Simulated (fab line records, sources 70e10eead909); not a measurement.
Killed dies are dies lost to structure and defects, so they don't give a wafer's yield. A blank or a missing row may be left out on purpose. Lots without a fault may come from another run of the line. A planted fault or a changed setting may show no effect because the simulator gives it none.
A struck lot beside a sound one | flow nand_harc | 15 steps out of a route of 1159
Sound: wafers L920.2, L920.5, L920.6. Struck: wafers L919.1, L919.2, L919.3. The cause comes at the end.
At each step with rows: each side's tool, then ch and its chambers, then its first start. Under that, the readings that differ: sound wafers | struck wafers | difference of the means | sigmas: that difference in standard deviations of wafers without a fault.
alike: readings whose means differ by less than 2 such deviations, and words and numbers that are the same on both sides. not compared: withheld readings, readings that some wafer has no value for, bounds like >300 that may hide the same value, and numbers for which the record gives no deviation and whose values overlap.
The two part at a step that has a row with sigmas, a row that says differs or no value, or rows on one side only. Numbers that don't overlap but have no deviation are shown without sigmas and don't part them. A reading that every wafer of one side lacks parts them only if that side has two wafers or more.

first, 1 step without rows for these wafers: NHARC_A_CONTACT_DEVELOP_68 (develop time 35 s).
NHARC_A_CONTACT_CD_MEAS_69: target cd 200 nm.
  sound on cd_sem-03 ch 0, day 21 10:34; struck on cd_sem-01 ch 0, day 21 08:54
  alike: cd_nm
NHARC_A_CONTACT_OVL_MEAS_70:
  sound on overlay-01, day 21 10:39; struck on overlay-01, day 21 08:59
  reading           | sound       | struck         | difference | sigmas
  overlay_x_nm (nm) | 1.6 0.9 1.4 | -0.3 -0.5 -1.0 | -1.9       | -2
  alike: overlay_y_nm
NHARC_A_CONTACT_INSPECT_71:
  sound on defect_inspect-01, day 21 10:41; struck on defect_inspect-01, day 21 09:01
  alike: raw_defect_count
then, 1 step without rows for these wafers: NHARC_A_CONTACT_DESCUM_74 (chemistry O2, time 3 s).
NHARC_A_CONTACT_ETCH_75: etches the open film in CF4, target depth 39 nm, time 65 s.
  sound on rie_diel-07 ch 2,3, day 21 10:50; struck on rie_diel-01 ch 0,2,3, day 21 09:11
  alike: bias_w, cf4_flow_sccm, drypump_motor_current_A, oes_product_au, rf_vpp_V, showerhead_plenum_p_Torr, throttle_valve_pct
  not compared: rf_hours_counter_h
NHARC_A_CONTACT_ETCH_76: etches the open film in N2/H2, target depth 260 nm, time 475.3 s.
  sound on rie_diel-07 ch 0,1,3; struck on rie_diel-01 ch 1,2,3
  alike: bias_w, chamber_pressure_mTorr, drypump_motor_current_A, oes_product_au, rf_vpp_V, showerhead_plenum_p_Torr, throttle_valve_pct
  not compared: rf_hours_counter_h
NHARC_A_CONTACT_ETCH_77: etches the open film in CF4/CHF3, target depth 72.6 nm, time 36.3 s.
  sound on rie_diel-07 ch 0,1,3; struck on rie_diel-01 ch 0,2,3
  alike: bias_w, cf4_flow_sccm, drypump_motor_current_A, oes_product_au, rf_vpp_V, showerhead_plenum_p_Torr, throttle_valve_pct
  not compared: rf_hours_counter_h
then, 1 step without rows for these wafers: NHARC_A_CONTACT_ETCH_78 (etches the open film in O2/COS, target depth 2800 nm, time 728 s).
NHARC_A_CONTACT_ETCH_124: etches the open film in C4F8/O2/Ar, time 140 s, target depth 700 nm.
  sound on har_cap_etch-03 ch 0,1, day 21 11:52; struck on har_cap_etch-01 ch 0,1, day 21 10:13
  alike: chamber_pressure_mTorr, oes_air_line_au
  not compared: rf_hours_counter_h
then, 2 steps without rows for these wafers: NHARC_A_CONTACT_ETCH_125 (etches the open film in C4F8/O2/Ar, time 155 s, target depth 956 nm); NHARC_A_CONTACT_ETCH_126 (etches the open film in C4F8/O2/Ar, time 155 s, target depth 956 nm).
NHARC_A_CONTACT_ETCH_127: etches the open film in C4F8/O2/Ar, time 155 s, target depth 956 nm.
  sound on har_cap_etch-03 ch 0,1, day 21 12:22; struck on har_cap_etch-01 ch 0,1, day 21 10:41
  no value came back on the struck wafers for chamber_pressure_mTorr (mTorr), oes_air_line_au (a.u.); on the sound wafers chamber_pressure_mTorr (mTorr) reads 19.980 19.964 20.003
  not compared: rf_hours_counter_h
NHARC_A_CONTACT_ETCH_128: etches the open film in C4F8/O2/Ar, time 155 s, target depth 956 nm.
  sound on har_cap_etch-03 ch 0,1, day 21 12:30; struck on har_cap_etch-01 ch 0,1, day 21 10:50
  alike: chamber_pressure_mTorr, oes_air_line_au
  not compared: rf_hours_counter_h
-- the record jumps here: 3 days lie between the struck wafers' starts before and after (it left off in module A_CONTACT and takes up again in module END, whose first step shown is number 1159 of the route) --
NHARC_END_SORT_01:
  the record has rows for the struck wafers here (prober-02 ch 0, day 24 06:39) and none for the sound ones

WHERE THEY PART
First at NHARC_A_CONTACT_OVL_MEAS_70; last, within this record, at NHARC_END_SORT_01.

WHY: what the simulator had put in
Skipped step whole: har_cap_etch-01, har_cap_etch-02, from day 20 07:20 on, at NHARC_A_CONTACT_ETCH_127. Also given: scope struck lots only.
